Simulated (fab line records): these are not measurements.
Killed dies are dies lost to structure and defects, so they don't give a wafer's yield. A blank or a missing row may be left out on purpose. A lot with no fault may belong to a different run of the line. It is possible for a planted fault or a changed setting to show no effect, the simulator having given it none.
fab line records + flow nandHarc
record:
- lots: 5
- wafers: 15
- lastDay: 24
route steps=1159 shown A_STAIRCASE@550 END@1159
lots untouched by any fault: they come from a run of this same line in which no faults occurred
startH: start of the lot's first displayed wafer, in hours after the record's first day + waitH: hours elapsed since this lot's preceding step + " unchanged from the row above + L1.1+2: one row covering several wafers at once + - no value, or no start was given + * or withheld: withheld + < > ~ a bound
route shown NAME@n: NAME is a module with steps in the file, n the number in the route of the first one + usual: mean/standard deviation taken from wafers without a fault + same: alike in all rows + chamber/n: place in a boat + sites: readings site by site + _std_site: the standard deviation of these + _edge_site: mean of outer sites minus mean of inner sites + radiusMm: how far each site lies from the wafer's centre + mask NAME#n: copy n + behind: tool/chamber where the wafer was last shaped + hold: what put the lot on hold/how long, in hours/how the hold closed + device: names the non-switching transistor (n, p or np) + end of line: tests run on the same wafers once the route is complete + a step without rows: its recipe alone + killed: dies that structure and defects cost at the first sort, which is not the same as the wafer's yield + map: shows each die of a wafer: x if killed, . if not, _ if none is there
set.NAME: the setting the step ran with; set.NAME@STEP: the setting that earlier step ran with + model.NAME: the simulator's own value behind a step, which no gauge read
certain route steps with their lots: each step a table, each wafer a row
services: when a tool's chamber went out of use (startH, in hours from the record's first day, below 0 if earlier), for how many hours, and the reason
== steps ==
step: NHARC_A_STAIRCASE_TRIM_14
recipe:
- timeS: 211.2
- o2FlowSccm: 500
- arFlowSccm: 0
- biasW: 0
- chemistry: O2
step: NHARC_A_STAIRCASE_ETCH_15
recipe:
- targetDepthA: 1000
- timeS: 40.5
- ionEnergyEv: 400
- c4f8FlowSccm: 20
- o2FlowSccm: 10
- arFlowSccm: withheld
- rfW: 600
- biasW: 1000
- chemistry: C4F8/O2
step: NHARC_A_STAIRCASE_TRIM_16
recipe:
- timeS: 211.2
- o2FlowSccm: 500
- arFlowSccm: 0
- biasW: 0
- chemistry: O2
usual:
- drypumpMotorCurrentA: 5.78/0.27
- oesProductAu: 1.006/0.012
- rfVppV: 57.8/0.86
- showerheadPlenumPTorr: 3.53/0.13
- throttleValvePct: 17.037/0.0092
same:
- timeS: 211.2
| lot.wafer | tool       | chamber | startH | waitH | drypumpMotorCurrentA | oesProductAu | rfHoursCounterH | rfVppV | showerheadPlenumPTorr | throttleValvePct |
|-----------|------------|---------|--------|-------|----------------------|--------------|-----------------|--------|-----------------------|------------------|
| L323.1    | rieDiel-07 | 0       | -      | -     | 5.56                 | 1.006        | 4               | 57.7   | 3.65                  | 17.036           |
| L323.2    | "          | 1       | "      | "     | 5.61                 | 1.034        | 4               | 57.7   | 3.61                  | 17.054           |
| L323.6    | "          | 2       | "      | "     | 5.92                 | 1.007        | -               | 58.5   | 3.54                  | 17.038           |
| L325.2    | rieDiel-02 | 3       | -      | -     | 5.28                 | 0.995        | 27              | 58.6   | 3.48                  | 17.036           |
| L325.5    | "          | 3       | "      | "     | 5.27                 | 0.999        | -               | 57.6   | 3.48                  | 17.009           |
| L325.6    | "          | 0       | "      | "     | 6.01                 | 0.999        | -               | 56.0   | 3.40                  | 17.029           |
| L340.1    | rieDiel-01 | 1       | -      | -     | 5.39                 | 0.995        | 8               | 57.5   | 3.32                  | 17.035           |
| L340.4    | "          | 2       | "      | "     | 5.76                 | 1.020        | 8               | 57.8   | 3.80                  | 17.042           |
| L340.5    | "          | 3       | "      | "     | 5.94                 | 1.007        | -               | 57.7   | 3.33                  | 17.044           |
| L341.3    | rieDiel-01 | 1       | -      | -     | 5.38                 | 1.000        | 12              | 55.5   | 3.32                  | 17.035           |
| L341.1    | "          | 2       | "      | "     | 5.74                 | 1.018        | 11              | 58.7   | 3.80                  | 17.030           |
| L341.6    | "          | 3       | "      | "     | 5.95                 | 0.996        | -               | 56.5   | 3.33                  | 17.021           |
| L344.1    | rieDiel-01 | 3       | -      | -     | 5.96                 | 1.003        | 15              | 55.8   | 3.33                  | 17.030           |
| L344.2    | "          | 0       | "      | "     | 5.69                 | 1.009        | 16              | 58.1   | 3.54                  | 17.039           |
| L344.5    | "          | 3       | "      | "     | 5.96                 | 1.010        | -               | 56.9   | 3.33                  | 17.042           |
step: NHARC_A_STAIRCASE_ETCH_17
recipe:
- targetDepthA: 1000
- timeS: 40.5
- ionEnergyEv: 400
- c4f8FlowSccm: 20
- o2FlowSccm: 10
- arFlowSccm: withheld
- rfW: 600
- biasW: 1000
- chemistry: C4F8/O2
usual:
- oesProductAu: 0.947/0.012
- rfVppV: 896/4.9
same:
- timeS: 40.5
| lot.wafer | tool       | chamber | startH | waitH | oesProductAu | rfHoursCounterH | rfVppV |
|-----------|------------|---------|--------|-------|--------------|-----------------|--------|
| L323.1    | rieDiel-07 | 0       | -      | -     | 0.944        | 4               | 900    |
| L323.2    | "          | 1       | "      | "     | 0.974        | 4               | 901    |
| L323.6    | "          | 1       | "      | "     | 0.972        | -               | 900    |
| L325.2    | rieDiel-02 | 0       | -      | -     | 0.932        | 37              | 892    |
| L325.6    | "          | 1       | "      | "     | 0.946        | -               | 895    |
| L325.5    | "          | 2       | "      | "     | 0.931        | -               | 898    |
| L340.1    | rieDiel-01 | 0       | -      | -     | 0.952        | 7               | 898    |
| L340.4    | "          | 3       | "      | "     | 0.937        | 7               | 890    |
| L340.5    | "          | 0       | "      | "     | 0.946        | -               | 896    |
| L341.3    | rieDiel-01 | 2       | -      | -     | 0.956        | 11              | 906    |
| L341.1    | "          | 3       | "      | "     | 0.943        | 11              | 889    |
| L341.6    | "          | 1       | "      | "     | 0.951        | -               | 888    |
| L344.2    | rieDiel-01 | 2       | -      | -     | 0.966        | 14              | 906    |
| L344.1    | "          | 0       | "      | "     | 0.946        | 16              | 896    |
| L344.5    | "          | 2       | "      | "     | 0.972        | -               | 905    |
step: NHARC_A_STAIRCASE_TRIM_18
recipe:
- timeS: 211.2
- o2FlowSccm: 500
- arFlowSccm: 0
- biasW: 0
- chemistry: O2
usual:
- drypumpMotorCurrentA: 5.78/0.29
- oesProductAu: 1.005/0.012
- rfVppV: 57.7/0.99
- showerheadPlenumPTorr: 3.52/0.13
- throttleValvePct: 17.037/0.009
same:
- timeS: 211.2
| lot.wafer | tool       | chamber | startH | waitH | drypumpMotorCurrentA | oesProductAu | rfHoursCounterH | rfVppV | showerheadPlenumPTorr | throttleValvePct |
|-----------|------------|---------|--------|-------|----------------------|--------------|-----------------|--------|-----------------------|------------------|
| L323.1    | rieDiel-07 | 1       | -      | -     | 5.64                 | 1.033        | 4               | 57.5   | 3.61                  | 17.048           |
| L323.2    | "          | 2       | "      | "     | 5.94                 | 1.004        | 4               | 57.5   | 3.54                  | 17.032           |
| L323.6    | "          | 1       | "      | "     | 5.65                 | 1.031        | -               | 59.4   | 3.61                  | 17.035           |
| L325.2    | rieDiel-02 | 3       | -      | -     | 5.27                 | 1.010        | 28              | 56.5   | 3.48                  | 17.038           |
| L325.5    | "          | 0       | "      | "     | 6.06                 | 1.013        | -               | 57.3   | 3.40                  | 17.028           |
| L325.6    | "          | 1       | "      | "     | 6.22                 | 1.018        | -               | 58.1   | 3.50                  | 17.054           |
| L340.1    | rieDiel-01 | 0       | -      | -     | 5.66                 | 1.000        | 7               | 57.0   | 3.54                  | 17.034           |
| L340.4    | "          | 1       | "      | "     | 5.38                 | 1.007        | 8               | 56.3   | 3.32                  | 17.028           |
| L340.5    | "          | 0       | "      | "     | 5.67                 | 0.990        | -               | 58.7   | 3.54                  | 17.035           |
| L341.1    | rieDiel-01 | 0       | -      | -     | 5.67                 | 1.000        | 11              | 58.5   | 3.54                  | 17.036           |
| L341.3    | "          | 1       | "      | "     | 5.36                 | 1.000        | 12              | 58.1   | 3.32                  | 17.041           |
| L341.6    | "          | 0       | "      | "     | 5.68                 | 1.004        | -               | 57.2   | 3.54                  | 17.044           |
| L344.2    | rieDiel-01 | 3       | -      | -     | 5.95                 | 0.998        | 16              | 57.6   | 3.33                  | 17.027           |
| L344.1    | "          | 1       | "      | "     | 5.34                 | 1.004        | 14              | 56.3   | 3.32                  | 17.049           |
| L344.5    | "          | 3       | "      | "     | 5.98                 | 1.010        | -               | 57.2   | 3.33                  | 17.043           |
step: NHARC_A_STAIRCASE_ETCH_19
recipe:
- targetDepthA: 1000
- timeS: 40.5
- ionEnergyEv: 400
- c4f8FlowSccm: 20
- o2FlowSccm: 10
- arFlowSccm: withheld
- rfW: 600
- biasW: 1000
- chemistry: C4F8/O2
usual:
- oesProductAu: 0.947/0.013
- rfVppV: 896/5.1
same:
- timeS: 40.5
| lot.wafer | tool       | chamber | startH | waitH | oesProductAu | rfHoursCounterH | rfVppV |
|-----------|------------|---------|--------|-------|--------------|-----------------|--------|
| L323.1    | rieDiel-07 | 0       | -      | -     | 0.946        | 4               | 902    |
| L323.2    | "          | 2       | "      | "     | 0.967        | 4               | 895    |
| L323.6    | "          | 0       | "      | "     | 0.948        | -               | 901    |
| L325.2    | rieDiel-02 | 3       | -      | -     | 0.938        | 28              | 892    |
| L325.6    | "          | 0       | "      | "     | 0.938        | -               | 893    |
| L325.5    | "          | 1       | "      | "     | 0.942        | -               | 897    |
| L340.4    | rieDiel-01 | 3       | -      | -     | 0.942        | 7               | 888    |
| L340.1    | "          | 0       | "      | "     | 0.945        | 7               | 895    |
| L340.5    | "          | 2       | "      | "     | 0.966        | -               | 907    |
| L341.1    | rieDiel-01 | 0       | -      | -     | 0.928        | 11              | 896    |
| L341.3    | "          | 1       | "      | "     | 0.941        | 12              | 887    |
| L341.6    | "          | 2       | "      | "     | 0.963        | -               | 904    |
| L344.1    | rieDiel-01 | 0       | -      | -     | 0.943        | 16              | 896    |
| L344.2    | "          | 1       | "      | "     | 0.967        | 14              | 888    |
| L344.5    | "          | 0       | "      | "     | 0.942        | -               | 896    |
step: NHARC_A_STAIRCASE_TRIM_20
recipe:
- timeS: 211.2
- o2FlowSccm: 500
- arFlowSccm: 0
- biasW: 0
- chemistry: O2
step: NHARC_A_STAIRCASE_ETCH_21
recipe:
- targetDepthA: 1000
- timeS: 40.5
- ionEnergyEv: 400
- c4f8FlowSccm: 20
- o2FlowSccm: 10
- arFlowSccm: withheld
- rfW: 600
- biasW: 1000
- chemistry: C4F8/O2
step: NHARC_A_STAIRCASE_TRIM_22
recipe:
- timeS: 211.2
- o2FlowSccm: 500
- arFlowSccm: 0
- biasW: 0
- chemistry: O2
step: NHARC_A_STAIRCASE_ETCH_23
recipe:
- targetDepthA: 1000
- timeS: 40.5
- ionEnergyEv: 400
- c4f8FlowSccm: 20
- o2FlowSccm: 10
- arFlowSccm: withheld
- rfW: 600
- biasW: 1000
- chemistry: C4F8/O2
step: NHARC_A_STAIRCASE_TRIM_24
recipe:
- timeS: 211.2
- o2FlowSccm: 500
- arFlowSccm: 0
- biasW: 0
- chemistry: O2
step: NHARC_A_STAIRCASE_ETCH_25
recipe:
- targetDepthA: 1000
- timeS: 40.5
- ionEnergyEv: 400
- c4f8FlowSccm: 20
- o2FlowSccm: 10
- arFlowSccm: withheld
- rfW: 600
- biasW: 1000
- chemistry: C4F8/O2
usual:
- oesProductAu: 0.948/0.013
- rfVppV: 894/5.5
same:
- timeS: 40.5
| lot.wafer | tool       | chamber | startH | waitH | oesProductAu | rfHoursCounterH | rfVppV |
|-----------|------------|---------|--------|-------|--------------|-----------------|--------|
| L323.2    | rieDiel-02 | 0       | 250.39 | -     | 0.950        | 32              | 892    |
| L323.1    | "          | 2       | "      | "     | 0.954        | 32              | 898    |
| L323.6    | "          | 1       | "      | "     | 0.961        | -               | 894    |
| L325.2    | rieDiel-01 | 0       | 261.13 | -     | 0.774        | 43              | 895    |
| L325.5    | "          | 0       | "      | "     | 0.771        | -               | 896    |
| L325.6    | "          | 1       | "      | "     | 0.936        | -               | 889    |
| L340.1    | rieDiel-01 | 1       | 346.74 | -     | 0.929        | 9               | 888    |
| L340.4    | "          | 3       | "      | "     | 0.930        | 7               | 888    |
| L340.5    | "          | 1       | "      | "     | 0.934        | -               | 890    |
| L341.3    | rieDiel-01 | 2       | 356.04 | -     | 0.952        | 12              | 906    |
| L341.1    | "          | 3       | "      | "     | 0.947        | 11              | 889    |
| L341.6    | "          | 1       | "      | "     | 0.945        | -               | 889    |
| L344.1    | rieDiel-01 | 2       | 362.19 | -     | 0.943        | 15              | 906    |
| L344.2    | "          | 3       | "      | "     | 0.948        | 16              | 888    |
| L344.5    | "          | 1       | "      | "     | 0.952        | -               | 889    |
step: NHARC_A_STAIRCASE_TRIM_26
recipe:
- timeS: 211.2
- o2FlowSccm: 500
- arFlowSccm: 0
- biasW: 0
- chemistry: O2
usual:
- drypumpMotorCurrentA: 5.74/0.27
- oesProductAu: 1.006/0.011
- rfVppV: 57.7/0.89
- showerheadPlenumPTorr: 3.49/0.15
- throttleValvePct: 17.036/0.01
same:
- timeS: 211.2
| lot.wafer | tool       | chamber | startH | waitH | drypumpMotorCurrentA | oesProductAu | rfHoursCounterH | rfVppV | showerheadPlenumPTorr | throttleValvePct |
|-----------|------------|---------|--------|-------|----------------------|--------------|-----------------|--------|-----------------------|------------------|
| L323.1    | rieDiel-02 | 2       | -      | -     | 5.78                 | 1.001        | 32              | 58.6   | 3.57                  | 17.032           |
| L323.2    | "          | 0       | "      | "     | 6.00                 | 1.025        | 32              | 57.2   | 3.40                  | 17.056           |
| L323.6    | "          | 3       | "      | "     | 5.28                 | 1.003        | -               | 56.9   | 3.48                  | 17.015           |
| L325.2    | rieDiel-01 | 1       | -      | -     | 5.38                 | 1.001        | 38              | 55.5   | 3.34                  | 17.032           |
| L325.6    | "          | 3       | "      | "     | 5.91                 | 0.993        | -               | 56.9   | 3.35                  | 17.027           |
| L325.5    | "          | 0       | "      | "     | 5.67                 | 1.029        | -               | 57.4   | 3.55                  | 17.045           |
| L340.1    | rieDiel-01 | 3       | -      | -     | 5.96                 | 0.994        | 7               | 56.4   | 3.33                  | 17.034           |
| L340.4    | "          | 0       | "      | "     | 5.66                 | 1.005        | 8               | 56.6   | 3.54                  | 17.033           |
| L340.5    | "          | 3       | "      | "     | 5.95                 | 1.000        | -               | 56.7   | 3.33                  | 17.036           |
| L341.1    | rieDiel-01 | 0       | -      | -     | 5.67                 | 0.999        | 11              | 57.4   | 3.54                  | 17.039           |
| L341.3    | "          | 3       | "      | "     | 5.96                 | 0.992        | 11              | 57.7   | 3.33                  | 17.034           |
| L341.6    | "          | 0       | "      | "     | 5.69                 | 0.988        | -               | 56.2   | 3.54                  | 17.027           |
| L344.2    | rieDiel-01 | 2       | -      | -     | 5.73                 | 1.017        | 15              | 57.6   | 3.80                  | 17.036           |
| L344.1    | "          | 3       | "      | "     | 5.96                 | 1.011        | 16              | 58.3   | 3.33                  | 17.040           |
| L344.5    | "          | 1       | "      | "     | 5.40                 | 0.996        | -               | 57.9   | 3.32                  | 17.037           |
step: NHARC_END_SORT_01
recipe:
- tempC: 25
usual:
- killedAtArray: 28/11
- killedAtOther: 0.8/1.1
- killedAtPeriphery: 3.3/2.8
- killedDies: 32/11
- killedOpen: 3.3/1.9
- killedShort: 1.9/1.4
same:
- grossDies: 677
| lot.wafer | tool      | chamber | startH | waitH | killedAtArray | killedAtOther | killedAtPeriphery | killedDies | killedOpen | killedShort |
|-----------|-----------|---------|--------|-------|---------------|---------------|-------------------|------------|------------|-------------|
| L325.2    | prober-01 | 0       | 469.55 | 2.8   | 673           | 1             | 3                 | 677        | 5          | 4           |
| L325.5    | prober-01 | 0       | 471.93 | 3.7   | 674           | 0             | 3                 | 677        | 2          | 3           |
| L341.1    | prober-02 | 0       | 576.44 | 2.4   | 34            | 1             | 1                 | 36         | 4          | 3           |
| L341.3    | prober-02 | 0       | 578.03 | 3.1   | 26            | 1             | 2                 | 29         | 6          | 2           |
| L341.6    | prober-02 | 0       | 580.43 | 4.0   | 28            | 2             | 3                 | 33         | 7          | 2           |
killed by level:class
L325.2 A_STAIRCASE:areaEtch=648 A_CHANNEL_HOLE_D1:chamberFilmFlake=13 A_CHANNEL_FILL_D1:geometricParticle:open=3 A_CHANNEL_FILL_D1:geometricParticle:short=2 A_CHANNEL_FILL_D1:chamberFilmFlake=2 A_STAIRCASE:chamberFilmFlake=2 P_GATE:geometricParticle:short=1 A_CONTACT:geometricParticle:open=1
L325.5 A_STAIRCASE:areaEtch=644 A_CHANNEL_HOLE_D1:chamberFilmFlake=17 A_STAIRCASE:chamberFilmFlake=3 A_CONTACT:chamberFilmFlake=3 A_CHANNEL_FILL_D1:chamberFilmFlake=2 A_WL_FILL:chamberFilmFlake=2 P_CONTACT:geometricParticle:short=1 P_CONTACT:geometricParticle:open=1
L341.1 A_SLIT:chamberFilmFlake=16 A_CHANNEL_HOLE_D1:chamberFilmFlake=7 A_STAIRCASE:chamberFilmFlake=3 A_CHANNEL_FILL_D1:geometricParticle:short=2 A_CONTACT:chamberFilmFlake=2 P_CONTACT:geometricParticle:open=1 A_ONON_D1:geometricParticle:open=1 A_WL_FILL:geometricParticle:short=1
L341.3 A_SLIT:chamberFilmFlake=14 A_CHANNEL_HOLE_D1:chamberFilmFlake=4 P_M1:geometricParticle:open=1 A_ONON_D1:geometricParticle:open=1 A_CHANNEL_FILL_D1:geometricParticle:short=1 A_WL_FILL:geometricParticle:open=1 A_WL_FILL:geometricParticle:short=1 A_CONTACT:geometricParticle:open=1
L341.6 A_SLIT:chamberFilmFlake=15 A_CHANNEL_HOLE_D1:chamberFilmFlake=4 A_M0:geometricParticle:open=3 STARTING-WAFER:geometricParticle:open=2 A_STAIRCASE:chamberFilmFlake=2 A_CONTACT:chamberFilmFlake=2 P_GATE:geometricParticle:open=1 P_M1:geometricParticle:short=1
map L325.2 (x killed, . not)
____________x____________
_________xxxxxxx_________
_______xxxxxxxxxxx_______
______xxxxxxxxxxxxx______
_____xxxxxxxxxxxxxxx_____
____xxxxxxxxxxxxxxxxx____
____xxxxxxxxxxxxxxxxx____
___xxxxxxxxxxxxxxxxxxx___
___xxxxxxxxxxxxxxxxxxx___
__xxxxxxxxxxxxxxxxxxxxx__
__xxxxxxxxxxxxxxxxxxxxx__
_xxxxxxxxxxxxxxxxxxxxxxx_
_xxxxxxxxxxxxxxxxxxxxxxx_
_xxxxxxxxxxxxxxxxxxxxxxx_
_xxxxxxxxxxxxxxxxxxxxxxx_
_xxxxxxxxxxxxxxxxxxxxxxx_
xxxxxxxxxxxxxxxxxxxxxxxxx
xxxxxxxxxxxxxxxxxxxxxxxxx
xxxxxxxxxxxxxxxxxxxxxxxxx
xxxxxxxxxxxxxxxxxxxxxxxxx
xxxxxxxxxxxxxxxxxxxxxxxxx
_xxxxxxxxxxxxxxxxxxxxxxx_
_xxxxxxxxxxxxxxxxxxxxxxx_
_xxxxxxxxxxxxxxxxxxxxxxx_
_xxxxxxxxxxxxxxxxxxxxxxx_
_xxxxxxxxxxxxxxxxxxxxxxx_
__xxxxxxxxxxxxxxxxxxxxx__
__xxxxxxxxxxxxxxxxxxxxx__
___xxxxxxxxxxxxxxxxxxx___
___xxxxxxxxxxxxxxxxxxx___
____xxxxxxxxxxxxxxxxx____
____xxxxxxxxxxxxxxxxx____
_____xxxxxxxxxxxxxxx_____
______xxxxxxxxxxxxx______
_______xxxxxxxxxxx_______
_________xxxxxxx_________
____________x____________
map L344.1 (x killed, . not)
____________.____________
_________......._________
_______...x......._______
______.....x.......______
_____..............._____
____........x........____
____.................____
___........x....x.....___
___..........x........___
__.....................__
__.....................__
_.....................x._
_....x.................._
_......................._
_.....x.x..............._
_......x................_
.........................
.........................
........x.......x.x......
................x.x......
...x......x..............
_......................._
_......x................_
_.........x.......x....._
_.x.x..xx..x............_
_..xxx..x..............._
__...xxxx.x............__
__.xxxx.xx.............__
___.x.xx..............___
___..xxxx.............___
____xx.xxx...........____
____..x.xx...........____
_____xxx............_____
______..x........x.______
_______x.........._______
_________......._________
____________.____________
== services ==
| tool       | chamber | startH | hours | kind      |
|------------|---------|--------|-------|-----------|
| rieDiel-07 | -       | 228.20 | 9.0   | pm        |
| rieDiel-01 | 0       | 244.98 | -     | clean     |
| rieDiel-01 | 1       | 244.98 | -     | clean     |
| rieDiel-01 | 2       | 244.98 | -     | clean     |
| rieDiel-01 | 3       | 244.98 | -     | clean     |
| rieDiel-01 | 0       | 269.53 | -     | clean     |
| rieDiel-01 | 1       | 269.53 | -     | clean     |
| rieDiel-01 | 2       | 269.53 | -     | clean     |
| rieDiel-01 | 3       | 269.53 | -     | clean     |
| rieDiel-01 | 3       | 288.44 | 4.6   | repair    |
| rieDiel-01 | 0       | 294.03 | -     | clean     |
| rieDiel-01 | 1       | 294.03 | -     | clean     |
| rieDiel-01 | 2       | 294.03 | -     | clean     |
| rieDiel-01 | 3       | 294.03 | -     | clean     |
| rieDiel-02 | -       | 297.41 | 0.8   | repair    |
| rieDiel-01 | -       | 314.86 | 9.0   | pm        |
| rieDiel-01 | 0       | 314.86 | 9.0   | ventCycle |
| rieDiel-01 | 1       | 314.86 | 9.0   | ventCycle |
| rieDiel-01 | 2       | 314.86 | 9.0   | ventCycle |
| rieDiel-01 | 3       | 314.86 | 9.0   | ventCycle |
| rieDiel-01 | 0       | 323.86 | -     | clean     |
| rieDiel-01 | 1       | 323.86 | -     | clean     |
| rieDiel-02 | -       | 327.99 | 9.0   | pm        |
| rieDiel-07 | 0       | 347.99 | 10.7  | repair    |
== key ==
firstSign:
- step: NHARC_A_STAIRCASE_ETCH_25
- reading: oesProductAu
- direction: down
- sigmas: 14
- usual: 0.948
- struck: 0.773
effect:
- step: NHARC_END_SORT_01
- reading: killedAtArray
- direction: up
- sigmas: 59
- usual: 28
- struck: 674
moreKillsBornAt:
- NHARC_A_STAIRCASE_ETCH_25@rieDiel-01: 1292
metAt NHARC_A_STAIRCASE_ETCH_25
struckWafers L325.2,L325.5
laterRowsLeftOut L325.2,L325.5
testerLeftOut L325
fault:
- kind: processParameterDrift
- tool: rieDiel-01
- chamber: 0
- onsetH: 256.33
- steps: NHARC_A_STAIRCASE_ETCH_25
- channel: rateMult
- offset: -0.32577
- shape: step
- endH: 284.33
testerLeftOut: of these lots the tester's yield and bins aren't shown, on N5 and GAA mostly nor the transistor test; their killed dies are dies lost to structure and defects alone, not to doping, threshold or leakage, so they don't give the yield
laterRowsLeftOut: the simulator's readings of these wafers behind a module that went badly wrong aren't trusted and aren't shown, but for the sort
